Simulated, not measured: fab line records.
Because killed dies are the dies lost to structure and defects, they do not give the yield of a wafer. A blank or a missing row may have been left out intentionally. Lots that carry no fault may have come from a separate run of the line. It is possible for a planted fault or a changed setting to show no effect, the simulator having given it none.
Matching of chambers | flow nandHarc | 4 sister chambers for NHARC_A_CONTACT_ETCH_75 on rieDiel-11
The step etches the open film in CF4, target depth 39 nm, time 65 s. 8 wafers are shown with their chamber, then 8 later ones without.

== WAFERS, EACH WITH ITS CHAMBER ==
wafer  | chamber | showerheadPlenumPTorr (Torr) | biasW (W)
L156.4 | 3       | 1.85                         | 99.9
L156.5 | 1       | 1.82                         | 99.9
L158.1 | 2       | 1.73                         | 100.2
L158.6 | 1       | 1.82                         | 100.0
L163.1 | 2       | 1.72                         | 100.3
L163.2 | 0       | 1.71                         | 100.3
L163.6 | 0       | 1.71                         | 100.3
L162.1 | 3       | 1.85                         | 100.3

== WAFERS MISSING THEIR CHAMBER ==
wafer  | showerheadPlenumPTorr (Torr) | biasW (W)
L162.2 | 1.72                         | 100.4
L162.4 | 1.82                         | 100.5
L172.1 | 1.72                         | 100.2
L172.5 | 1.70                         | 100.4
L174.3 | 1.81                         | 100.6
L174.6 | 1.85                         | 99.3
L175.5 | 1.72                         | 100.2
L175.6 | 1.84                         | 100.3

== EACH ONE'S CHAMBER ==
wafer  | from the rows above     | in truth
L162.2 | can't be placed: 2 or 0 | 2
L162.4 | 1                       | 1
L172.1 | can't be placed: 2 or 0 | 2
L172.5 | 0                       | 0
L174.3 | 1                       | 1
L174.6 | 3                       | 3
L175.5 | can't be placed: 2 or 0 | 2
L175.6 | 3                       | 3
Correctly placed: 5 of 8. These rows do not allow placing 3 (true chamber among the candidates in 3). Number placed wrongly: 0.
How it was worked out, from the rows above alone: a wafer's distance from a chamber is the root of the sum, over the readings, of the square of ((its reading less the chamber's mean) divided by the reading's scatter). If the next closest chamber is less than 2 further off than the closest, the wafer can't be placed; otherwise it belongs to the closest. The mean given for a chamber averages the wafers shown for that chamber. How the scatter is found: for the shown wafers, subtract from each reading the mean of its chamber, square and add these, divide the total by (wafers less chambers), then take the root.
